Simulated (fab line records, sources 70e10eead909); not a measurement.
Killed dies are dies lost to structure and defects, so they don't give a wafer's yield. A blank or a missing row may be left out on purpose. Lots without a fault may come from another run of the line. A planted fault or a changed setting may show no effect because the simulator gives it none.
Which tool did it? | flow nand_harc | 24 lots, 72 wafers sampled, at 6 steps of a route of 1159

WHAT THE GAUGES READ, wafer by wafer
The record holds no reading of a measuring or inspecting step that can be judged against a usual standard deviation.

WHICH TOOL RAN EACH LOT (tool, then ch and the chambers of the sampled wafers, then the start)
lot  | NHARC_A_SGD_CUT_DEP_00          | NHARC_A_SGD_CUT_STRIP_17                      | NHARC_A_SLIT_STRIP_18                         | NHARC_A_WL_FILL_CVD_20                   | NHARC_A_CONTACT_ETCH_112             | NHARC_A_CONTACT_STRIP_55
L075 | pecvd-04 ch 0,1, day 13 22:17   | rie_diel-09 ch 0,1,3, day 16 11:05 or earlier | rie_diel-07 ch 0,1,3, day 16 11:05 or earlier | cvd_w-01 ch 0,1, day 16 11:05 or earlier | har_cap_etch-01 ch 0,1, day 16 11:05 | rie_diel-01 ch 0,3, no start
L074 | pecvd-02 ch 1,2, day 13 22:30   | rie_diel-04 ch 1,2,3, day 16 15:11 or earlier | rie_diel-05 ch 0,1, day 16 15:11 or earlier   | cvd_w-02 ch 0,1, day 16 15:11 or earlier | har_cap_etch-03 ch 0,1, day 16 15:11 | rie_diel-13 ch 0,1,2, no start
L077 | pecvd-01 ch 0,2, day 14 03:22   | rie_diel-04 ch 1,2,3, day 16 09:59 or earlier | rie_diel-07 ch 0,1,3, day 16 09:59 or earlier | cvd_w-02 ch 0,1, day 16 09:59 or earlier | har_cap_etch-02 ch 0,1, day 16 09:59 | rie_diel-01 ch 0,1,2, no start
L076 | pecvd-01 ch 0,1, day 14 07:59   | rie_diel-06 ch 0,2, day 17 03:32 or earlier   | rie_diel-11 ch 2,3, day 17 03:32 or earlier   | cvd_w-02 ch 0,1, day 17 03:32 or earlier | har_cap_etch-03 ch 0,1, day 17 03:32 | rie_diel-03 ch 0,2,3, no start
L079 | pecvd-04 ch 0,1,2, day 14 08:13 | rie_diel-04 ch 0,2,3, day 16 17:09 or earlier | rie_diel-11 ch 2,3, day 16 17:09 or earlier   | cvd_w-01 ch 0,1, day 16 17:09 or earlier | har_cap_etch-01 ch 0,1, day 16 17:09 | rie_diel-03 ch 0,1,3, no start
L078 | pecvd-04 ch 0,1,2, day 14 08:23 | rie_diel-09 ch 0,3, day 17 03:04 or earlier   | rie_diel-07 ch 0,1, day 17 03:04 or earlier   | cvd_w-01 ch 0,1, day 17 03:04 or earlier | har_cap_etch-02 ch 1, day 17 03:04   | rie_diel-13 ch 0,1,2, no start
L080 | pecvd-02 ch 0,1,2, day 15 14:31 | rie_diel-06 ch 0,1,3, day 18 01:06 or earlier | rie_diel-07 ch 0,1,3, day 18 01:06 or earlier | cvd_w-01 ch 0,1, day 18 01:06 or earlier | har_cap_etch-02 ch 0,1, day 18 01:06 | rie_diel-01 ch 0,1,3, no start
L083 | pecvd-02 ch 0,2, day 16 01:34   | rie_diel-06 ch 0,1,2, day 19 01:19 or earlier | rie_diel-11 ch 1,3, day 19 01:19 or earlier   | cvd_w-02 ch 0,1, day 19 01:19 or earlier | har_cap_etch-03 ch 0,1, day 19 01:19 | rie_diel-13 ch 0,2,3, no start
L081 | pecvd-04 ch 0,1,2, day 16 01:38 | rie_diel-04 ch 2,3, day 18 23:02 or earlier   | rie_diel-05 ch 0,1,3, day 18 23:02 or earlier | cvd_w-01 ch 0,1, day 18 23:02 or earlier | har_cap_etch-01 ch 0,1, day 18 23:02 | rie_diel-13 ch 1,2,3, no start
L084 | pecvd-04 ch 1,2, day 16 02:56   | rie_diel-09 ch 0,1, day 18 13:43 or earlier   | rie_diel-07 ch 0,1, day 18 13:43 or earlier   | cvd_w-01 ch 0,1, day 18 13:43 or earlier | har_cap_etch-01 ch 0,1, day 18 13:43 | rie_diel-13 ch 0,1, no start
L082 | pecvd-04 ch 0,2, day 16 03:23   | rie_diel-06 ch 0,2, day 18 18:13 or earlier   | rie_diel-07 ch 0,1,3, day 18 18:13 or earlier | cvd_w-02 ch 0,1, day 18 18:13 or earlier | har_cap_etch-03 ch 0,1, day 18 18:13 | rie_diel-03 ch 0,1,3, no start
L087 | pecvd-01 ch 1,2, day 17 00:39   | rie_diel-06 ch 0,2,3, day 19 17:50 or earlier | rie_diel-05 ch 0,3, day 19 17:50 or earlier   | cvd_w-02 ch 0,1, day 19 17:50 or earlier | har_cap_etch-03 ch 0,1, day 19 17:50 | rie_diel-13 ch 0,1, no start
L085 | pecvd-02 ch 0,1, day 17 00:46   | rie_diel-09 ch 1,2,3, day 19 18:22 or earlier | rie_diel-05 ch 0,1,2, day 19 18:22 or earlier | cvd_w-01 ch 0,1, day 19 18:22 or earlier | har_cap_etch-02 ch 0,1, day 19 18:22 | rie_diel-13 ch 0,2,3, no start
L086 | pecvd-01 ch 0,2, day 17 01:00   | rie_diel-04 ch 0,3, day 19 12:58 or earlier   | rie_diel-07 ch 0,1,2, day 19 12:58 or earlier | cvd_w-01 ch 0,1, day 19 12:58 or earlier | har_cap_etch-01 ch 0,1, day 19 12:58 | rie_diel-01 ch 0,2,3, no start
L089 | pecvd-02 ch 0,2, day 17 02:03   | rie_diel-06 ch 1,2,3, day 19 12:38 or earlier | rie_diel-11 ch 1,3, day 19 12:38 or earlier   | cvd_w-02 ch 1, day 19 12:38 or earlier   | har_cap_etch-03 ch 0,1, day 19 12:38 | rie_diel-03 ch 1,2,3, no start
L088 | pecvd-02 ch 0,1, day 17 12:46   | rie_diel-04 ch 0,1,2, day 19 23:35 or earlier | rie_diel-11 ch 0,3, day 19 23:35 or earlier   | cvd_w-01 ch 0,1, day 19 23:35 or earlier | har_cap_etch-02 ch 0,1, day 19 23:35 | rie_diel-03 ch 0,3, no start
L090 | pecvd-01 ch 0,1,2, day 17 18:40 | rie_diel-04 ch 0,1,3, day 20 06:10 or earlier | rie_diel-11 ch 0,2,3, day 20 06:10 or earlier | cvd_w-01 ch 0,1, day 20 06:10 or earlier | har_cap_etch-03 ch 0,1, day 20 06:10 | rie_diel-13 ch 0,1,3, no start
L091 | pecvd-04 ch 0,2, day 17 22:51   | rie_diel-04 ch 0,1,2, day 20 07:11 or earlier | rie_diel-05 ch 0,1,3, day 20 07:11 or earlier | cvd_w-02 ch 0,1, day 20 07:11 or earlier | har_cap_etch-02 ch 0,1, day 20 07:11 | rie_diel-13 ch 0,2,3, no start
L092 | pecvd-04 ch 0,1,2, day 18 18:02 | rie_diel-04 ch 1,2, day 21 09:28 or earlier   | rie_diel-05 ch 0,1,3, day 21 09:28 or earlier | cvd_w-02 ch 0,1, day 21 09:28 or earlier | har_cap_etch-03 ch 0,1, day 21 09:28 | rie_diel-01 ch 0,1, no start
L094 | pecvd-04 ch 0,1,2, day 19 03:45 | rie_diel-06 ch 0,1,3, day 21 11:44 or earlier | rie_diel-05 ch 0,1,2, day 21 11:44 or earlier | cvd_w-02 ch 0,1, day 21 11:44 or earlier | har_cap_etch-02 ch 0,1, day 21 11:44 | rie_diel-13 ch 1,2,3, no start
L093 | pecvd-02 ch 1,2, day 19 04:04   | rie_diel-04 ch 0,2,3, day 21 16:08 or earlier | rie_diel-05 ch 0,2,3, day 21 16:08 or earlier | cvd_w-02 ch 0,1, day 21 16:08 or earlier | har_cap_etch-01 ch 0,1, day 21 16:08 | rie_diel-03 ch 0,1,3, no start
L096 | pecvd-01 ch 0,1,2, day 19 09:59 | rie_diel-04 ch 1,2,3, day 22 00:37 or earlier | rie_diel-07 ch 0,2,3, day 22 00:37 or earlier | cvd_w-02 ch 0,1, day 22 00:37 or earlier | har_cap_etch-02 ch 0,1, day 22 00:37 | rie_diel-13 ch 0,1,3, no start
L095 | pecvd-02 ch 0,2, day 19 10:15   | rie_diel-06 ch 0,1,3, day 22 01:20 or earlier | rie_diel-11 ch 0,2,3, day 22 01:20 or earlier | cvd_w-01 ch 0,1, day 22 01:20 or earlier | har_cap_etch-03 ch 0,1, day 22 01:20 | rie_diel-13 ch 0,2, no start
L097 | pecvd-04 ch 0,2, day 20 01:55   | rie_diel-06 ch 0,2,3, day 22 19:34 or earlier | rie_diel-05 ch 1,2,3, day 22 19:34 or earlier | cvd_w-02 ch 0,1, day 22 19:34 or earlier | har_cap_etch-02 ch 0, day 22 19:34   | rie_diel-01 ch 1,3, no start
- NHARC_A_SGD_CUT_DEP_00: deposits SiNx, target thk 50 nm.
- NHARC_A_SGD_CUT_STRIP_17: strips in O2.
- NHARC_A_SLIT_STRIP_18: strips in O2.
- NHARC_A_WL_FILL_CVD_20: deposits W, target thk 75 nm, time 5064 s.
- NHARC_A_CONTACT_ETCH_112: etches the open film in C4F8/O2/Ar, time 94 s, target depth 922 nm.
- NHARC_A_CONTACT_STRIP_55: strips in O2.

WHAT THE TOOLS THEMSELVES READ (means of the sampled wafers that have a number; where no wafer has one, the mark that the record gives instead)
NHARC_A_SGD_CUT_DEP_00.
lot  | tool     | heater_power_w (W)
L075 | pecvd-04 | 740
L074 | pecvd-02 | 707
L077 | pecvd-01 | 744
L076 | pecvd-01 | 578
L079 | pecvd-04 | 781
L078 | pecvd-04 | 715
L080 | pecvd-02 | 712
L083 | pecvd-02 | 699
L081 | pecvd-04 | 749
L084 | pecvd-04 | 691
L082 | pecvd-04 | 765
L087 | pecvd-01 | 675
L085 | pecvd-02 | 638
L086 | pecvd-01 | 725
L089 | pecvd-02 | 698
L088 | pecvd-02 | 679
L090 | pecvd-01 | 706
L091 | pecvd-04 | 670
L092 | pecvd-04 | 770
L094 | pecvd-04 | 763
L093 | pecvd-02 | 693
L096 | pecvd-01 | 657
L095 | pecvd-02 | 704
L097 | pecvd-04 | 772

NHARC_A_SGD_CUT_STRIP_17.
lot  | tool        | drypump_motor_current_A (A) | o2_flow_sccm (sccm) | oes_product_au (a.u.) | rf_vpp_V (V) | showerhead_plenum_p_Torr (Torr) | throttle_valve_pct (%)
L075 | rie_diel-09 | 5.8                         | 499.5               | 0.995                 | 57.1         | 3.55                            | 17.035
L074 | rie_diel-04 | 5.8                         | 500.0               | 1.001                 | 57.7         | 3.49                            | 17.042
L077 | rie_diel-04 | 5.8                         | 499.8               | 1.006                 | 57.2         | 3.49                            | 17.028
L076 | rie_diel-06 | 6.0                         | 501.7               | 1.018                 | 57.7         | 3.33                            | 17.028
L079 | rie_diel-04 | 5.8                         | 499.3               | 1.007                 | 57.9         | 3.53                            | 17.037
L078 | rie_diel-09 | 5.5                         | 501.1               | 0.992                 | 57.0         | 3.58                            | 17.036
L080 | rie_diel-06 | 5.3                         | 500.8               | 0.995                 | 56.6         | 3.54                            | 17.024
L083 | rie_diel-06 | 5.7                         | 499.3               | 1.000                 | 58.1         | 3.42                            | 17.034
L081 | rie_diel-04 | 5.8                         | 501.5               | 0.992                 | 59.1         | 3.62                            | 17.028
L084 | rie_diel-09 | 5.7                         | 501.3               | 0.980                 | 58.4         | 3.65                            | 17.033
L082 | rie_diel-06 | 6.0                         | 500.4               | 1.015                 | 57.4         | 3.32                            | 17.034
L087 | rie_diel-06 | 5.6                         | 499.5               | 1.007                 | 57.1         | 3.44                            | 17.037
L085 | rie_diel-09 | 5.9                         | 500.3               | 1.009                 | 58.0         | 3.49                            | 17.035
L086 | rie_diel-04 | 5.9                         | 499.6               | 0.998                 | 57.9         | 3.41                            | 17.038
L089 | rie_diel-06 | 5.8                         | 500.2               | 1.000                 | 58.4         | 3.53                            | 17.037
L088 | rie_diel-04 | 5.9                         | 500.8               | 0.997                 | 58.2         | 3.53                            | 17.033
L090 | rie_diel-04 | 5.9                         | 499.2               | 1.010                 | 57.8         | 3.38                            | 17.038
L091 | rie_diel-04 | 5.9                         | 499.9               | 1.006                 | 58.7         | 3.53                            | 17.029
L092 | rie_diel-04 | 5.8                         | 501.7               | 1.000                 | 57.7         | 3.64                            | 17.040
L094 | rie_diel-06 | 5.3                         | 500.3               | 0.998                 | 58.4         | 3.54                            | 17.033
L093 | rie_diel-04 | 5.8                         | 500.1               | 0.990                 | 57.0         | 3.52                            | 17.039
L096 | rie_diel-04 | 5.8                         | 499.0               | 1.008                 | 57.8         | 3.49                            | 17.035
L095 | rie_diel-06 | 5.3                         | 501.7               | 1.001                 | 57.9         | 3.54                            | 17.046
L097 | rie_diel-06 | 5.6                         | 501.5               | 1.008                 | 57.5         | 3.44                            | 17.035

NHARC_A_SLIT_STRIP_18.
lot  | tool        | drypump_motor_current_A (A) | o2_flow_sccm (sccm) | oes_product_au (a.u.) | rf_vpp_V (V) | showerhead_plenum_p_Torr (Torr) | throttle_valve_pct (%)
L075 | rie_diel-07 | 5.8                         | 501.1               | 1.008                 | 57.8         | 3.49                            | 17.042
L074 | rie_diel-05 | 5.4                         | 499.6               | 0.995                 | 58.0         | 3.52                            | 17.037
L077 | rie_diel-07 | 5.8                         | 500.5               | 1.008                 | 58.0         | 3.49                            | 17.039
L076 | rie_diel-11 | 5.5                         | 498.7               | 0.975                 | 57.8         | 3.46                            | 17.035
L079 | rie_diel-11 | 5.5                         | 498.1               | 0.984                 | 57.6         | 3.46                            | 17.039
L078 | rie_diel-07 | 5.5                         | 499.1               | 1.021                 | 57.8         | 3.51                            | 17.034
L080 | rie_diel-07 | 5.8                         | 500.0               | 1.010                 | 57.5         | 3.49                            | 17.029
L083 | rie_diel-11 | 6.2                         | 499.7               | 1.012                 | 58.3         | 3.42                            | 17.045
L081 | rie_diel-05 | 5.7                         | 499.8               | 0.989                 | 57.8         | 3.43                            | 17.038
L084 | rie_diel-07 | 5.5                         | 501.4               | 1.006                 | 57.3         | 3.50                            | 17.038
L082 | rie_diel-07 | 5.8                         | 499.0               | 1.015                 | 57.2         | 3.48                            | 17.033
L087 | rie_diel-05 | 5.6                         | 500.4               | 0.987                 | 58.4         | 3.53                            | 17.044
L085 | rie_diel-05 | 5.5                         | 500.2               | 0.998                 | 57.2         | 3.54                            | 17.029
L086 | rie_diel-07 | 5.7                         | 499.8               | 1.004                 | 58.2         | 3.52                            | 17.034
L089 | rie_diel-11 | 6.2                         | 500.1               | 1.020                 | 57.8         | 3.42                            | 17.039
L088 | rie_diel-11 | 6.2                         | 497.8               | 1.017                 | 56.8         | 3.47                            | 17.043
L090 | rie_diel-11 | 5.7                         | 498.8               | 1.000                 | 57.8         | 3.49                            | 17.031
L091 | rie_diel-05 | 5.7                         | 499.5               | 0.993                 | 57.7         | 3.43                            | 17.037
L092 | rie_diel-05 | 5.7                         | 500.6               | 0.992                 | 58.4         | 3.43                            | 17.033
L094 | rie_diel-05 | 5.5                         | 498.4               | 0.998                 | 58.7         | 3.54                            | 17.033
L093 | rie_diel-05 | 5.6                         | 501.5               | 0.989                 | 58.1         | 3.56                            | 17.038
L096 | rie_diel-07 | 6.0                         | 499.2               | 1.019                 | 57.6         | 3.55                            | 17.034
L095 | rie_diel-11 | 5.8                         | 499.7               | 1.000                 | 57.9         | 3.49                            | 17.027
L097 | rie_diel-05 | 5.8                         | 499.7               | 1.001                 | 57.0         | 3.46                            | 17.038

NHARC_A_WL_FILL_CVD_20.
lot  | tool     | chamber_pressure_Torr (Torr) | heater_power_w (W) | throttle_valve_pct (%)
L075 | cvd_w-01 | 40.02                        | 442                | 7.76
L074 | cvd_w-02 | 39.92                        | 559                | 7.61
L077 | cvd_w-02 | 40.08                        | 562                | 7.83
L076 | cvd_w-02 | 40.00                        | 504                | 7.59
L079 | cvd_w-01 | 40.06                        | 473                | 7.54
L078 | cvd_w-01 | 39.97                        | 444                | 7.74
L080 | cvd_w-01 | 39.96                        | 435                | 7.72
L083 | cvd_w-02 | 39.94                        | 554                | 7.57
L081 | cvd_w-01 | 40.06                        | 443                | 7.63
L084 | cvd_w-01 | 40.05                        | 446                | 7.70
L082 | cvd_w-02 | 40.08                        | 505                | 7.64
L087 | cvd_w-02 | 40.08                        | 547                | 7.77
L085 | cvd_w-01 | 39.98                        | 474                | 7.55
L086 | cvd_w-01 | 39.97                        | 481                | 7.63
L089 | cvd_w-02 | 40.06                        | 600                | 7.58
L088 | cvd_w-01 | 39.99                        | 455                | 7.64
L090 | cvd_w-01 | 40.13                        | 478                | 7.60
L091 | cvd_w-02 | 40.01                        | 502                | 7.66
L092 | cvd_w-02 | 39.98                        | 513                | 7.90
L094 | cvd_w-02 | 40.04                        | 502                | 7.78
L093 | cvd_w-02 | 40.02                        | 517                | 7.72
L096 | cvd_w-02 | 40.08                        | 562                | 7.62
L095 | cvd_w-01 | 40.03                        | 443                | 7.50
L097 | cvd_w-02 | 39.96                        | 564                | 7.69

NHARC_A_CONTACT_STRIP_55.
lot  | tool        | drypump_motor_current_A (A) | o2_flow_sccm (sccm) | oes_product_au (a.u.) | rf_vpp_V (V) | showerhead_plenum_p_Torr (Torr) | throttle_valve_pct (%)
L075 | rie_diel-01 | 5.3                         | 499.5               | 0.997                 | 57.6         | 3.71                            | 17.032
L074 | rie_diel-13 | 5.9                         | 500.5               | 0.988                 | 57.0         | 3.45                            | 17.037
L077 | rie_diel-01 | 5.8                         | 500.9               | 0.984                 | 58.9         | 3.76                            | 17.039
L076 | rie_diel-03 | 5.6                         | 501.9               | 1.004                 | 57.5         | 3.55                            | 17.036
L079 | rie_diel-03 | 5.7                         | 500.9               | 1.000                 | 57.6         | 3.49                            | 17.025
L078 | rie_diel-13 | 5.9                         | 500.8               | 0.999                 | 57.0         | 3.45                            | 17.031
L080 | rie_diel-01 | 5.4                         | 499.8               | 0.993                 | 57.2         | 3.74                            | 17.037
L083 | rie_diel-13 | 5.6                         | 499.6               | 0.993                 | 56.8         | 3.30                            | 17.044
L081 | rie_diel-13 | 5.5                         | 499.2               | 0.996                 | 57.2         | 3.40                            | 17.030
L084 | rie_diel-13 | 6.0                         | 500.5               | 0.993                 | 58.0         | 3.47                            | 17.039
L082 | rie_diel-03 | 5.6                         | 501.1               | 1.012                 | 57.8         | 3.48                            | 17.045
L087 | rie_diel-13 | 6.0                         | 498.7               | 0.992                 | 57.7         | 3.47                            | 17.033
L085 | rie_diel-13 | 5.6                         | 499.9               | 0.986                 | 57.9         | 3.30                            | 17.037
L086 | rie_diel-01 | 5.8                         | 499.3               | 0.989                 | 57.1         | 3.71                            | 17.031
L089 | rie_diel-03 | 5.6                         | 499.6               | 1.013                 | 57.3         | 3.48                            | 17.026
L088 | rie_diel-03 | 5.7                         | 500.7               | 0.989                 | 57.7         | 3.53                            | 17.039
L090 | rie_diel-13 | 5.6                         | 500.7               | 0.995                 | 57.3         | 3.62                            | 17.031
L091 | rie_diel-13 | 5.6                         | 499.9               | 0.997                 | 57.6         | 3.66                            | 17.041
L092 | rie_diel-01 | 5.4                         | 500.1               | 0.994                 | 58.0         | 3.76                            | 17.028
L094 | rie_diel-13 | 5.5                         | 499.8               | 0.993                 | 58.8         | 3.76                            | 17.035
L093 | rie_diel-03 | 5.6                         | 500.7               | 0.996                 | 58.0         | 3.47                            | 17.038
L096 | rie_diel-13 | 5.6                         | 499.3               | 0.988                 | 58.3         | 3.61                            | 17.029
L095 | rie_diel-13 | 5.9                         | 500.0               | 0.993                 | 58.8         | 3.66                            | 17.035
L097 | rie_diel-01 | 5.1                         | 500.4               | 1.008                 | 57.6         | 3.67                            | 17.033

THE ANSWER, worked out from the rows above alone
Rule: what is usual is taken from the lots themselves. Put in order of their means at a reading, lots are off if they are a third of the lots or fewer, leave a main group of 4 or more, and stand apart from it by a gap of 3 or more times the standard deviation of the main group's means; of several such gaps the widest counts. A main group whose means are all the same, to the digits that the tables above print for the reading, isn't used. A lot without any number at a reading at which 4 lots or more have one is off too. The other lots that the step has rows for count as sound. The gauges are gone through in route order, then the tools' own readings, and for those a lot's mean is taken as printed above. The first step at which some lot is off is used, and at that step the reading that is off furthest; a lot without a number counts as furthest.
No lot is off at any reading shown: from this, nothing can be told.

WHAT THE SIMULATOR HAD PUT IN
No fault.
